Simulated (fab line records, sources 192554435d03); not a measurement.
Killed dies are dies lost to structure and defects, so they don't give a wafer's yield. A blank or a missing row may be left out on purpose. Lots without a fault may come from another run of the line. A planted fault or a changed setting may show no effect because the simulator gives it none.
Chamber matching | flow n5_finfet | N5_BEOL_M7_DESCUM_16 on rie_diel-04: 4 sister chambers
The step chemistry O2, time 7.9 s. 4 wafers are shown with their chamber, then 12 later ones without.

WAFERS WITH THEIR CHAMBER
wafer  | chamber | showerhead_plenum_p_Torr (Torr)
L083.4 | 3       | 1.97
L083.6 | 1       | 2.12
L088.4 | 2       | 2.06
L088.6 | 0       | 2.16

WAFERS WITHOUT THEIR CHAMBER
wafer  | showerhead_plenum_p_Torr (Torr)
L092.2 | 2.06
L092.3 | 2.16
L092.5 | 2.16
L093.1 | 2.12
L093.4 | 2.16
L093.6 | 2.06
L095.2 | 2.23
L095.3 | 2.12
L095.4 | 2.15
L096.3 | 2.15
L096.4 | 2.12
L096.5 | 2.15

WHICH CHAMBER EACH WENT THROUGH
wafer  | from the rows above     | in truth
L092.2 | 2                       | 2
L092.3 | can't be placed: 0 or 1 | 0
L092.5 | can't be placed: 0 or 1 | 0
L093.1 | can't be placed: 1 or 0 | 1
L093.4 | can't be placed: 0 or 1 | 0
L093.6 | 2                       | 2
L095.2 | can't be placed: 0 or 1 | 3
L095.3 | can't be placed: 1 or 0 | 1
L095.4 | can't be placed: 0 or 1 | 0
L096.3 | can't be placed: 0 or 1 | 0
L096.4 | can't be placed: 1 or 0 | 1
L096.5 | can't be placed: 0 or 1 | 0
Placed correctly: 2 of 12. Can't be placed from these rows: 10 (the true chamber is among the candidates in 9). Placed wrongly: 0.
How it was worked out, from the rows above alone: a wafer's distance from a chamber is the root of the sum, over the readings, of the square of ((its reading less the chamber's mean) divided by the reading's scatter). The wafer belongs to the nearest chamber; if the next one is less than 2 further off, it can't be placed. A chamber's mean is the mean of its shown wafers. The scatter: with one shown wafer a chamber, the root of the mean of the squares of how far each hidden wafer lies from its nearest shown one.
